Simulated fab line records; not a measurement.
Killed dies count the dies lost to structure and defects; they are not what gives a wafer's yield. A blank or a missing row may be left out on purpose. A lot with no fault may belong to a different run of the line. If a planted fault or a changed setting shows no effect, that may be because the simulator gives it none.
The tool behind it: which one? -- flow n5-finfet -- 14 lots, 40 wafers sampled, at 2 steps of a route of 1938

== WHAT THE GAUGES READ, wafer by wafer ==
N5_BEOL_M3_THK_MEAS_01. Usual: for M3_ILD_THK the level is 78.5 nm and the standard deviation is 1.1.
lot,measured,on,M3_ILD_THK (nm),flag
L402,day 8 02:15,film-metro-01,78.4 79.5 79.1,
L403,day 8 07:04,film-metro-02,76.4 77.2 79.6,
L406,day 8 07:29,film-metro-02,77.9 77.4 77.2,
L404,day 8 07:40,film-metro-02,78.4 78.8 80.8,
L405,day 8 10:59,film-metro-02,78.6 77.9 79.6,
L414,day 10 10:15,film-metro-01,79.6 79.3 79.3,
L416,day 10 22:57,film-metro-01,78.9 79.7 80.4,
L415,day 11 02:16,film-metro-01,78.6 78.4 79.7,
L419,day 11 07:45,film-metro-02,78.5 80.1,
L421,day 11 16:48,film-metro-02,79.1 79.8 80.1,
L422,day 11 21:56,film-metro-02,80.0 78.9 80.1,
L424,day 12 08:40,film-metro-02,78.2 79.3,
L423,day 12 22:02,film-metro-01,76.5 78.4 79.1,
L425,day 13 09:23,film-metro-02,76.8 78.7 79.1,

== TOOL THAT RAN EACH LOT (tool first, then ch and the chambers of the sampled wafers, then the start) ==
lot,N5_BEOL_M2_CO_CAP_55
L402,"cvd-co-02 ch 0,1, day 8 01:56"
L403,"cvd-co-01 ch 0,1, day 8 06:45"
L406,"cvd-co-01 ch 1,2, day 8 07:10"
L404,"cvd-co-02 ch 0,1, day 8 07:21"
L405,"cvd-co-02 ch 0,1,2, day 8 10:39"
L414,"cvd-co-02 ch 0,1,2, day 10 09:55"
L416,"cvd-co-02 ch 0,1,2, day 10 22:35"
L415,"cvd-co-01 ch 0,1,2, day 11 01:56"
L419,"cvd-co-01 ch 1,2, day 11 07:25"
L421,"cvd-co-01 ch 0,1,2, day 11 16:29"
L422,"cvd-co-01 ch 0,1,2, day 11 20:15"
L424,"cvd-co-02 ch 2, day 12 08:21"
L423,"cvd-co-02 ch 0,1,2, day 12 21:43"
L425,"cvd-co-02 ch 0,1, day 13 09:03"
- N5_BEOL_M2_CO_CAP_55: material Co, precursor CCTBA/H2, target thk 2 nm, time 102.1 s.

== AS READ BY THE TOOLS THEMSELVES (means over the sampled wafers that have a number; for cases with no such wafer, the mark the record gives instead) ==
N5_BEOL_M2_CO_CAP_55. Usual: heater-power-outer-w 135 W, standard deviation 8.8; heater-power-w 253 W, standard deviation 12.
lot,tool,heater-power-outer-w (W),heater-power-w (W),flag
L402,cvd-co-02,123,250,
L403,cvd-co-01,140,256,
L406,cvd-co-01,134,244,
L404,cvd-co-02,128,248,
L405,cvd-co-02,128,251,
L414,cvd-co-02,130,249,
L416,cvd-co-02,130,250,
L415,cvd-co-01,139,257,
L419,cvd-co-01,136,250,
L421,cvd-co-01,141,261,
L422,cvd-co-01,139,258,
L424,cvd-co-02,137,253,
L423,cvd-co-02,129,251,
L425,cvd-co-02,128,250,

== THE ANSWER, worked out from the rows above alone ==
Rule: a lot counts as off when the mean over its wafers that have a number is more than 3 standard deviations away from the usual mean. A lot without any number at a reading at which 4 lots or more have one is off too. All remaining lots with rows at the step are treated as sound. The gauges are gone through in route order, then the tools' own readings, and for those a lot's mean is taken as printed above. The first step at which some lot is off is used, and at that step the reading that is off furthest; a lot without a number counts as furthest.
None of the lots is off at any reading shown; this tells nothing.

== WHAT THE SIMULATOR HAD PUT IN ==
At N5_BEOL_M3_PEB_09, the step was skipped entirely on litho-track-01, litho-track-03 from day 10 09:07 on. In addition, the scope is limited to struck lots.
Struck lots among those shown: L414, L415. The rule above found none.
